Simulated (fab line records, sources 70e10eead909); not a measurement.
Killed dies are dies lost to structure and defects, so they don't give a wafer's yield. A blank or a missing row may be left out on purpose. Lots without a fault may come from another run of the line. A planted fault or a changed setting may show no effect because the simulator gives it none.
fab line records | flow nand_harc
record lots=6 wafers=18 last_day=33
route steps=1302 shown P_M0@264
lots that met no fault: from a run of the same line without faults
start_h: hours from the record's first day to the start of the lot's first wafer shown | wait_h: hours since the lot's step before | " the same as in the row above | L1.1+2: a row that stands for several wafers | - no value, or no start given | * or withheld: withheld | < > ~ a bound
route shown NAME@n: a module of which the file shows steps, and the number in the route of the first | usual: mean/standard deviation of fault-free wafers | same: alike in all rows | chamber/n: place in a boat | sites: the reading at each site | _std_site: their standard deviation | _edge_site: outer sites' mean less inner sites' | radius_mm: how far each site lies from the wafer's centre | mask NAME#n: copy n | behind: the tool/chamber that last shaped the wafer | hold: why the lot was held/for how many hours/how that ended | device: the transistor (n, p or np) that didn't switch | end of line: the same wafers' tests at the end of the route | a step without rows: its recipe alone | killed: dies lost to structure and defects at the first sort, not the wafer's yield | map: a wafer's dies, x killed, . not, _ none there
set.NAME: the setting as run; set.NAME@STEP: as run at that earlier step | model.NAME: the simulator's own value behind a step, which no gauge read
lots at some steps of the route; a table a step, a row a wafer
services: from which hour (start_h, from the record's first day; less than 0 if before it) a tool's chamber was out of use, for how many hours, and why
## steps
# step NHARC_P_M0_OVL_MEAS_10
# recipe pitch_nm=180
# usual overlay_x_nm=0.1/0.72 overlay_y_nm=-0.2/0.79
# columns lot.wafer tool chamber start_h wait_h overlay_x_nm overlay_y_nm
L459.1 overlay-02 - 127.57 - -0.9 0.5
L459.2 " - " " -1.1 0.3
L459.5 " - " " -1.1 0.2
L463.2 overlay-01 - 164.22 - -0.9 -0.7
L463.3 " - " " 0.3 -0.6
L463.4 " - " " -0.4 -0.5
L471.1 overlay-01 - 242.96 - -0.5 -0.1
L471.2 " - " " -0.1 -0.6
L471.4 " - " " -0.5 -0.3
L472.3 overlay-01 - 247.01 - 0.1 0.1
L472.4 " - " " 0.8 -0.8
L472.6 " - " " 0.1 0.3
L477.2 overlay-01 - 302.19 - -1.0 -1.0
L477.4 " - " " -0.6 -1.2
L477.5 " - " " -0.7 -1.0
L481.4 overlay-01 - 339.37 - 1.4 -0.6
L481.5 " - " " 1.4 -0.3
L481.6 " - " " 1.5 0.2
# step NHARC_P_M0_INSPECT_11
# usual raw_defect_count=4.7/2.8
# columns lot.wafer tool chamber start_h wait_h raw_defect_count
L459.1 defect_inspect-02 - 127.61 0.0 3
L459.2 " - " " 2
L459.5 " - " " 5
L463.2 defect_inspect-02 - 164.26 0.0 3
L463.3 " - " " 5
L463.4 " - " " 1
L471.1 defect_inspect-02 - 243.00 0.0 5
L471.2 " - " " 8
L471.4 " - " " 1
L472.3 defect_inspect-02 - 247.05 0.0 0
L472.4 " - " " 3
L472.6 " - " " 3
L477.2 defect_inspect-02 - 302.23 0.0 4
L477.4 " - " " 6
L477.5 " - " " 7
L481.4 defect_inspect-01 - 339.40 0.0 6
L481.5 " - " " 2
L481.6 " - " " 2
# step NHARC_P_M0_DESCUM_14
# recipe time_s=3 o2_flow_sccm=200 ar_flow_sccm=0 bias_power_w=0 chemistry=O2
# usual drypump_motor_current_A=5.8/0.48 oes_product_au=0.999/0.0074 rf_vpp_V=57.8/0.9 showerhead_plenum_p_Torr=1.91/0.073 throttle_valve_pct=11.311/0.0086
# columns lot.wafer tool chamber start_h wait_h drypump_motor_current_A oes_product_au rf_hours_counter_h rf_vpp_V showerhead_plenum_p_Torr throttle_valve_pct
L459.2 rie_diel-04 3 127.67 0.1 6.2 0.996 31 57.5 1.96 11.315
L459.1 " 2 " " 5.1 0.992 40 58.3 1.83 11.314
L459.5 " 3 " " 6.1 1.004 - 59.0 1.96 11.308
L463.3 rie_diel-10 0 164.33 0.1 5.7 1.002 15 57.2 2.03 11.314
L463.2 " 1 " " 6.2 0.995 16 56.6 1.79 11.321
L463.4 " 2 " " 5.8 1.012 - 58.3 1.96 11.313
L471.2 rie_diel-04 1 243.06 0.1 5.9 0.991 16 57.1 1.89 11.315
L471.1 " 3 " " 6.1 0.998 14 58.6 1.95 11.319
L471.4 " 0 " " 5.6 0.993 16 56.9 1.85 11.293
L472.3 rie_diel-04 3 247.11 0.1 6.1 1.016 15 57.1 1.95 11.314
L472.4 " 2 " " 5.1 0.997 16 57.4 1.83 11.314
L472.6 " 0 " " 5.6 0.997 - 56.8 1.85 11.309
L477.4 rie_diel-05 2 302.29 0.1 6.2 0.994 21 56.7 1.89 11.303
L477.2 " 3 " " 4.9 0.995 21 58.0 1.84 11.309
L477.5 " 3 " " 4.9 0.994 - 56.9 1.84 11.315
L481.4 rie_diel-10 1 339.48 0.1 6.2 0.992 17 58.3 1.78 11.304
L481.5 " 3 " " 6.4 0.994 - 57.7 1.93 11.318
L481.6 " 0 " " 5.7 1.004 - 59.3 2.02 11.293
# step NHARC_P_M0_ETCH_34
# recipe target_depth_a=400 overetch_a=120 time_s=43.94 ion_energy_ev=200 n2_flow_sccm=150 h2_flow_sccm=150 ar_flow_sccm=0 rf_w=400 bias_w=150 chemistry=N2/H2
# step NHARC_P_M0_ETCH_15
# recipe target_depth_a=1500 overetch_a=150 time_s=82.5 c4f8_flow_sccm=withheld ar_flow_sccm=400 rf_w=600 bias_w=300 chemistry=C4F8/Ar
# usual oes_product_au=0.958/0.02 rf_fwd_power_W=594.8/2.2 rf_vpp_V=440.6/2.3
# columns lot.wafer tool chamber start_h wait_h oes_product_au rf_fwd_power_W rf_hours_counter_h rf_vpp_V
L459.1 rie_diel-04 0 - - 0.956 593.9 43 438.8
L459.2 " 1 " " 0.978 597.9 44 440.3
L459.5 " 2 " " 0.977 593.7 - 438.7
L463.3 rie_diel-10 2 - - 0.971 596.6 8 441.8
L463.2 " 0 " " 0.963 594.0 16 443.4
L463.4 " 2 " " 0.972 597.5 - 441.9
L471.1 rie_diel-04 3 - - 0.972 596.0 15 444.4
L471.2 " 1 " " 0.954 597.6 16 439.9
L471.4 " 2 " " 0.934 593.4 15 437.1
L472.4 rie_diel-04 3 - - 0.945 588.8 15 441.4
L472.3 " 2 " " 0.972 597.2 16 439.4
L472.6 " 0 " " 0.956 597.7 - 438.7
L477.2 rie_diel-05 0 - - 0.988 595.6 20 441.4
L477.4 " 2 " " 0.972 594.9 21 438.2
L477.5 " 0 " " 0.988 593.9 - 442.5
L481.4 rie_diel-10 2 - - 0.975 594.6 17 441.0
L481.5 " 0 " " 0.959 593.6 - 444.1
L481.6 " 1 " " 0.973 593.2 - 437.5
# step NHARC_P_M0_CD_MEAS_16
# usual cd_nm=89.8/0.71
# columns lot.wafer tool chamber start_h wait_h cd_nm
L459.1 cd_sem-02 - 127.97 - 90.4
L459.2 " - " " 89.9
L459.5 " - " " 90.4
L463.2 cd_sem-03 - 164.72 - 89.1
L463.3 " - " " 90.3
L463.4 " - " " 88.9
L471.1 cd_sem-02 - 243.48 - 91.1
L471.2 " - " " 90.3
L471.4 " - " " 90.3
L472.3 cd_sem-02 - 247.41 - 89.9
L472.4 " - " " 90.6
L472.6 " - " " 89.8
L477.2 cd_sem-02 - 302.59 - 90.6
L477.4 " - " " 90.0
L477.5 " - " " 89.6
L481.4 cd_sem-03 - 339.77 - 88.9
L481.5 " - " " 89.5
L481.6 " - " " 88.8
# step NHARC_P_M0_STRIP_18
# recipe power_w=1000 n2_flow_sccm=150 h2_flow_sccm=150 ar_flow_sccm=0 bias_w=0 chemistry=N2/H2
# step NHARC_P_M0_STRIP_19
# recipe time_s=600 temp_c=30 chemistry=post_etch_residue_remover
# step NHARC_P_M0_DEGAS_28
# recipe temp_c=250 time_s=60
# step NHARC_P_M0_PRE_CLEAN_29
# recipe time_s=30 temp_c=280 gas=H2/He
# step NHARC_P_M0_PVD_20
# recipe target_thk_a=50 bias_v=168.6 power_w=15000 chamber_pressure_pa=0.12 time_s=8.06 substrate_temp_c=50 material=TaN
# usual throttle_valve_pct=29.8/1.1
# columns lot.wafer tool chamber start_h wait_h throttle_valve_pct
L459.1 pvd_sputter-03 - - - 31.1
L459.2 " - " " 28.8
L459.5 " - " " 30.9
L463.4 pvd_sputter-01 - - - 30.8
L463.2 " - " " 29.4
L463.3 " - " " 29.8
L471.1 pvd_sputter-02 - - - 31.6
L471.4 " - " " 29.5
L471.2 " - " " 30.6
L472.3 pvd_sputter-01 - - - 30.6
L472.4 " - " " 27.7
L472.6 " - " " 30.7
L477.2 pvd_sputter-03 - - - 30.5
L477.4 " - " " 30.6
L477.5 " - " " 28.9
L481.4 pvd_sputter-03 - - - 29.2
L481.6 " - " " 30.5
L481.5 " - " " 30.8
# step NHARC_P_M0_PVD_21
# recipe target_thk_a=300 chamber_pressure_pa=5 power_w=5000 substrate_temp_c=30 time_s=20.49 material=Cu
# usual throttle_valve_pct=29.8/1.1
# columns lot.wafer tool chamber start_h wait_h throttle_valve_pct
L459.1 pvd_sputter-03 - - - 29.1
L459.2 " - " " 30.7
L459.5 " - " " 29.3
L463.3 pvd_sputter-01 - - - 29.2
L463.4 " - " " 30.0
L463.2 " - " " 31.0
L471.4 pvd_sputter-02 - - - 31.4
L471.2 " - " " 29.7
L471.1 " - " " 30.6
L472.4 pvd_sputter-01 - - - 28.6
L472.3 " - " " 27.6
L472.6 " - " " 28.5
L477.2 pvd_sputter-03 - - - 30.6
L477.4 " - " " 28.7
L477.5 " - " " 30.7
L481.4 pvd_sputter-03 - - - 30.7
L481.6 " - " " 28.8
L481.5 " - " " 29.1
# step NHARC_P_M0_ECD_22
# recipe target_thk_a=4000 bath_temp_c=25 material=Cu
# columns lot.wafer tool chamber start_h wait_h
L459.2+1+5 ecd_cu-01 1,0,0 129.04 -
L463.2+3+4 ecd_cu-02 1,1,0 165.75 -
L471.2+1+4 ecd_cu-01 0,1,0 244.98 -
L472.3+4+6 ecd_cu-01 0,1,1 248.48 -
L477.2+4+5 ecd_cu-02 0,0,1 303.58 -
L481.4+6+5 ecd_cu-02 1,1,0 340.84 -
# step NHARC_P_M0_ANNEAL_30
# recipe temp_c=225 time_s=90
# usual wafer_temp_C_max=225.75/0.2
# columns lot.wafer tool chamber start_h wait_h wafer_temp_C_max
L459.1 rtp_anneal-01 0 129.43 0.3 226.03
L459.2 " 0 " " 225.72
L459.5 " 0 " " 225.65
L463.2 rtp_anneal-02 0 166.18 - 225.70
L463.3 " 0 " " 225.53
L463.4 " 0 " " 225.34
L471.1 rtp_anneal-01 0 245.35 - 225.75
L471.2 " 0 " " 225.52
L471.4 " 0 " " 225.46
L472.3 rtp_anneal-02 0 248.86 - 225.60
L472.4 " 0 " " 225.78
L472.6 " 0 " " 225.52
L477.2 rtp_anneal-02 0 304.01 - 225.57
L477.4 " 0 " " 226.02
L477.5 " 0 " " 225.57
L481.4 rtp_anneal-01 0 341.28 0.4 225.62
L481.5 " 0 " " 225.81
L481.6 " 0 " " 225.63
# step NHARC_P_M0_CMP_23
# recipe t_overpolish_s=20 target_thk_nm=117.54
# usual motor_current_A=11.4/1.2 pad_life_wafers=165/91 time_to_endpoint_s=28.8/2.1
# same t_overpolish_s=20
# columns lot.wafer tool chamber start_h wait_h motor_current_A pad_life_wafers time_to_endpoint_s
L459.1 cmp-04 3 129.81 - 10.9 67 27.0
L459.2 " 1 " " 9.2 69 29.0
L459.5 " 3 " " 10.8 - 27.6
L463.2 cmp-04 2 166.50 - 10.9 223 27.8
L463.3 " 3 " " 10.9 224 28.1
L463.4 " 0 " " 14.6 225 29.7
L471.2 cmp-03 3 245.72 - 11.3 283 18.4
L471.1 " 0 " " 11.7 284 26.6
L471.4 " 1 " " 10.3 285 16.9
L472.3 cmp-02 3 249.10 - 12.5 42 19.9
L472.4 " 1 " " 11.1 44 32.2
L472.6 " 0 " " 10.3 - 29.4
L477.2 cmp-02 1 304.30 - 11.7 276 26.3
L477.4 " 2 " " 12.7 277 28.1
L477.5 " 2 " " 12.4 - 27.7
L481.4 cmp-02 3 341.52 - 12.4 38 28.9
L481.6 " 1 " " 11.6 - 29.5
L481.5 " 2 " " 13.1 - 30.0
# step NHARC_P_M0_THK_MEAS_24
# recipe thk_meas_gauge=xrf
# usual thk_nm=117.5/1.3
# columns lot.wafer tool chamber start_h wait_h thk_nm
L459.1 film_metro-01 - 130.10 - 118.1
L459.2 " - " " 117.2
L459.5 " - " " 117.3
L463.2 film_metro-01 - 166.78 - 117.1
L463.3 " - " " 117.5
L463.4 " - " " 118.3
L471.1 film_metro-01 - 246.01 - 118.1
L471.2 " - " " 118.5
L471.4 " - " " 117.4
L472.3 film_metro-01 - 249.41 - 117.2
L472.4 " - " " 118.9
L472.6 " - " " 118.8
L477.2 film_metro-02 - 304.61 - 116.9
L477.4 " - " " 118.2
L477.5 " - " " 117.9
L481.4 film_metro-01 - 341.78 - 117.5
L481.5 " - " " 117.9
L481.6 " - " " 114.3
## services
# columns tool chamber start_h hours kind
pvd_sputter-02 - 104.00 10.0 pm
cmp-04 - 111.26 4.0 pm
rie_diel-10 1 132.59 3.7 repair
cmp-02 - 135.74 4.0 pm
rie_diel-10 3 158.15 16.1 repair
ecd_cu-01 - 160.15 8.0 pm
pvd_sputter-03 - 170.05 10.0 pm
rie_diel-10 0 171.06 4.9 repair
rie_diel-04 - 178.73 9.0 pm
pvd_sputter-01 - 226.00 10.0 pm
rie_diel-04 1 228.76 3.0 repair
rie_diel-10 0 233.52 8.6 repair
cmp-02 - 233.74 4.0 pm
ecd_cu-01 - 236.70 1.4 repair
cmp-02 - 238.60 0.2 repair
rie_diel-10 - 242.50 9.0 pm
cmp-02 - 243.80 0.4 repair
ecd_cu-02 - 244.00 8.0 pm
cmp-02 - 247.48 1.2 repair
rie_diel-10 3 290.69 6.7 repair
pvd_sputter-01 - 293.15 3.6 repair
rie_diel-10 2 322.05 2.7 repair
cmp-02 - 331.74 4.0 pm
ecd_cu-01 - 336.15 8.0 pm
## key
first_sign step=NHARC_P_M0_CMP_23 reading=time_to_endpoint_s direction=down sigmas=4.9 usual=* struck=*
effect none on later readings
met_at NHARC_P_M0_ECD_22
struck_wafers L471.2,L471.4,L472.3
onset_between 129.04 244.98
fault kind=process_parameter_drift tool=ecd_cu-01 chamber=0 onset_h=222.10 steps=NHARC_P_M0_ECD_22 channel=target_thk_a offset=* shape=step end_h=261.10 acts_in=* stated=*
